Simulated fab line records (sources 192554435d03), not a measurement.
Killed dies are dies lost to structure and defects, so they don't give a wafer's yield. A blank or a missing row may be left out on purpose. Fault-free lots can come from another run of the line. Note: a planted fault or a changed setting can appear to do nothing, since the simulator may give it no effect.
Chamber matching / flow n5-finfet / rie-diel-06 running N5_BEOL_M7_ETCH_61: 4 sister chambers
The step etches SiARC in CF4, target depth 45.5 nm, time 75.8 s. 14 wafers are shown with their chamber, then 7 later ones without.

== WAFERS, EACH WITH ITS CHAMBER ==
wafer=L074.4; chamber=1; showerhead-plenum-p-Torr (Torr)=2.26; oes-product-au (a.u.)=0.74; throttle-valve-pct (%)=15.53
wafer=L074.5; chamber=0; showerhead-plenum-p-Torr (Torr)=2.10; oes-product-au (a.u.)=0.81; throttle-valve-pct (%)=15.27
wafer=L074.6; chamber=1; showerhead-plenum-p-Torr (Torr)=2.26; oes-product-au (a.u.)=0.74; throttle-valve-pct (%)=15.52
wafer=L075.1; chamber=3; showerhead-plenum-p-Torr (Torr)=2.09; oes-product-au (a.u.)=0.73; throttle-valve-pct (%)=15.31
wafer=L075.3; chamber=2; showerhead-plenum-p-Torr (Torr)=2.11; oes-product-au (a.u.)=0.59; throttle-valve-pct (%)=15.44
wafer=L075.6; chamber=0; showerhead-plenum-p-Torr (Torr)=2.10; oes-product-au (a.u.)=0.82; throttle-valve-pct (%)=15.27
wafer=L077.1; chamber=0; showerhead-plenum-p-Torr (Torr)=2.10; oes-product-au (a.u.)=0.80; throttle-valve-pct (%)=15.27
wafer=L077.2; chamber=1; showerhead-plenum-p-Torr (Torr)=2.25; oes-product-au (a.u.)=0.73; throttle-valve-pct (%)=15.54
wafer=L077.5; chamber=1; showerhead-plenum-p-Torr (Torr)=2.25; oes-product-au (a.u.)=0.74; throttle-valve-pct (%)=15.53
wafer=L082.2; chamber=3; showerhead-plenum-p-Torr (Torr)=2.08; oes-product-au (a.u.)=0.71; throttle-valve-pct (%)=15.34
wafer=L082.3; chamber=0; showerhead-plenum-p-Torr (Torr)=2.09; oes-product-au (a.u.)=0.77; throttle-valve-pct (%)=15.30
wafer=L082.6; chamber=1; showerhead-plenum-p-Torr (Torr)=2.25; oes-product-au (a.u.)=0.72; throttle-valve-pct (%)=15.54
wafer=L087.1; chamber=3; showerhead-plenum-p-Torr (Torr)=2.08; oes-product-au (a.u.)=0.71; throttle-valve-pct (%)=15.36
wafer=L087.2; chamber=0; showerhead-plenum-p-Torr (Torr)=2.09; oes-product-au (a.u.)=0.77; throttle-valve-pct (%)=15.33

SIGNATURES (averages over the wafers above)
reading=showerhead-plenum-p-Torr; chamber 0=2.0960; chamber 1=2.2540; chamber 2=2.1100; chamber 3=2.0833; scatter within a chamber=0.00554
reading=oes-product-au; chamber 0=0.7940; chamber 1=0.7340; chamber 2=0.5900; chamber 3=0.7167; scatter within a chamber=0.0165
reading=throttle-valve-pct; chamber 0=15.2880; chamber 1=15.5320; chamber 2=15.4400; chamber 3=15.3367; scatter within a chamber=0.021
Rule: a wafer lies at a distance from a chamber equal to the root of the sum of squares, over the readings, of (its reading less the chamber's mean, divided by the reading's scatter). If the next closest chamber is less than 2 further off than the closest, the wafer can't be placed; otherwise it belongs to the closest. The scatter is the square root of a quotient: the sum, over the shown wafers, of each reading's squared deviation from its chamber's mean, divided by wafers minus chambers.

== WAFERS WITH NO CHAMBER GIVEN ==
wafer=L087.3; showerhead-plenum-p-Torr (Torr)=2.10; oes-product-au (a.u.)=0.58; throttle-valve-pct (%)=15.51
wafer=L097.2; showerhead-plenum-p-Torr (Torr)=2.08; oes-product-au (a.u.)=0.76; throttle-valve-pct (%)=15.35
wafer=L097.3; showerhead-plenum-p-Torr (Torr)=2.07; oes-product-au (a.u.)=0.68; throttle-valve-pct (%)=15.37
wafer=L097.6; showerhead-plenum-p-Torr (Torr)=2.08; oes-product-au (a.u.)=0.75; throttle-valve-pct (%)=15.35
wafer=L096.3; showerhead-plenum-p-Torr (Torr)=2.07; oes-product-au (a.u.)=0.68; throttle-valve-pct (%)=15.40
wafer=L096.4; showerhead-plenum-p-Torr (Torr)=2.07; oes-product-au (a.u.)=0.68; throttle-valve-pct (%)=15.41
wafer=L096.6; showerhead-plenum-p-Torr (Torr)=2.08; oes-product-au (a.u.)=0.75; throttle-valve-pct (%)=15.35

== EACH ONE'S CHAMBER ==
wafer=L087.3; from the rows above=2; in truth=2
wafer=L097.2; from the rows above=can't be placed: 3 or 0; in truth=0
wafer=L097.3; from the rows above=3; in truth=3
wafer=L097.6; from the rows above=3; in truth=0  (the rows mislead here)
wafer=L096.3; from the rows above=3; in truth=3
wafer=L096.4; from the rows above=3; in truth=3
wafer=L096.6; from the rows above=3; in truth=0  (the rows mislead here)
Placed correctly: 4 of 7. These rows do not allow placing 1 (true chamber among the candidates in 1). Wrongly placed: 2.
